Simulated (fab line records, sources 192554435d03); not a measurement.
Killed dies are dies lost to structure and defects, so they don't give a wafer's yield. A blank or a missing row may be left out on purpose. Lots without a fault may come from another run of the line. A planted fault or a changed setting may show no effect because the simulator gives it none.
Chamber matching | flow n5_finfet | N5_SD_EPI_N_SD_RECESS_17 on rie_si-05: 4 sister chambers
The step chemistry HBr/Cl2/O2, target depth 41 nm, time 23.7 s, bt time 3 s. 4 wafers are shown with their chamber, then 11 later ones without.

WAFERS WITH THEIR CHAMBER
wafer  | chamber | throttle_valve_pct (%)
L086.2 | 0       | 36.95
L092.1 | 1       | 37.10
L092.4 | 3       | 37.51
L093.2 | 2       | 37.37

WAFERS WITHOUT THEIR CHAMBER
wafer  | throttle_valve_pct (%)
L093.4 | 37.50
L093.6 | 37.09
L094.1 | 37.52
L094.3 | 37.11
L094.4 | 37.34
L096.2 | 37.11
L096.5 | 37.11
L096.6 | 37.35
L097.1 | 36.95
L097.5 | 37.36
L097.6 | 37.11

WHICH CHAMBER EACH WENT THROUGH
wafer  | from the rows above | in truth
L093.4 | 3                   | 3
L093.6 | 1                   | 1
L094.1 | 3                   | 3
L094.3 | 1                   | 1
L094.4 | 2                   | 2
L096.2 | 1                   | 1
L096.5 | 1                   | 1
L096.6 | 2                   | 2
L097.1 | 0                   | 0
L097.5 | 2                   | 2
L097.6 | 1                   | 1
Placed correctly: 11 of 11. Can't be placed from these rows: 0. Placed wrongly: 0.
How it was worked out, from the rows above alone: a wafer's distance from a chamber is the root of the sum, over the readings, of the square of ((its reading less the chamber's mean) divided by the reading's scatter). The wafer belongs to the nearest chamber; if the next one is less than 2 further off, it can't be placed. A chamber's mean is the mean of its shown wafers. The scatter: with one shown wafer a chamber, the root of the mean of the squares of how far each hidden wafer lies from its nearest shown one.
